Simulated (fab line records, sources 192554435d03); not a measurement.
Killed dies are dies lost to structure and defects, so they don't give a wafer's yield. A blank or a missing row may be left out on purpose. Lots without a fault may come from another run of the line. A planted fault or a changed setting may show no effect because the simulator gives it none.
Which tool did it? | flow n5_finfet | 12 lots, 36 wafers sampled, at 1 step of a route of 1938

WHAT THE GAUGES READ, wafer by wafer
N5_STI_FIN_REVEAL_THK_MEAS_05.
lot  | measured    | on            | thk_nm (nm)
L075 | day 2 15:25 | film_metro-02 | 134.2 131.2 133.2
L077 | day 3 03:02 | film_metro-02 | 132.7 133.0 132.3
L079 | day 3 18:34 | film_metro-02 | 130.0 132.9 133.4
L081 | day 4 05:08 | film_metro-01 | 131.7 133.3 132.6
L083 | day 4 14:43 | film_metro-01 | 133.8 132.6 133.4
L085 | day 5 04:18 | film_metro-01 | 133.3 130.5 132.4
L087 | day 5 17:47 | film_metro-01 | 131.7 132.5 131.6
L089 | day 6 03:16 | film_metro-01 | 133.8 133.1 132.7
L091 | day 6 16:05 | film_metro-02 | 132.6 133.4 135.0
L093 | day 7 03:19 | film_metro-01 | 132.5 130.1 133.5
L095 | day 7 17:08 | film_metro-02 | 132.8 133.1 133.7
L097 | day 8 06:04 | film_metro-01 | 132.4 132.4 134.6

WHICH TOOL RAN EACH LOT (tool, then ch and the chambers of the sampled wafers, then the start)
The record holds no process step before these readings.

THE ANSWER, worked out from the rows above alone
Rule: what is usual is taken from the lots themselves. Put in order of their means at a reading, lots are off if they are a third of the lots or fewer, leave a main group of 4 or more, and stand apart from it by a gap of 3 or more times the standard deviation of the main group's means; of several such gaps the widest counts. A main group whose means are all the same, to the digits that the tables above print for the reading, isn't used. A lot without any number at a reading at which 4 lots or more have one is off too. The other lots that the step has rows for count as sound.
No lot is off at any reading shown: from this, nothing can be told.

WHAT THE SIMULATOR HAD PUT IN
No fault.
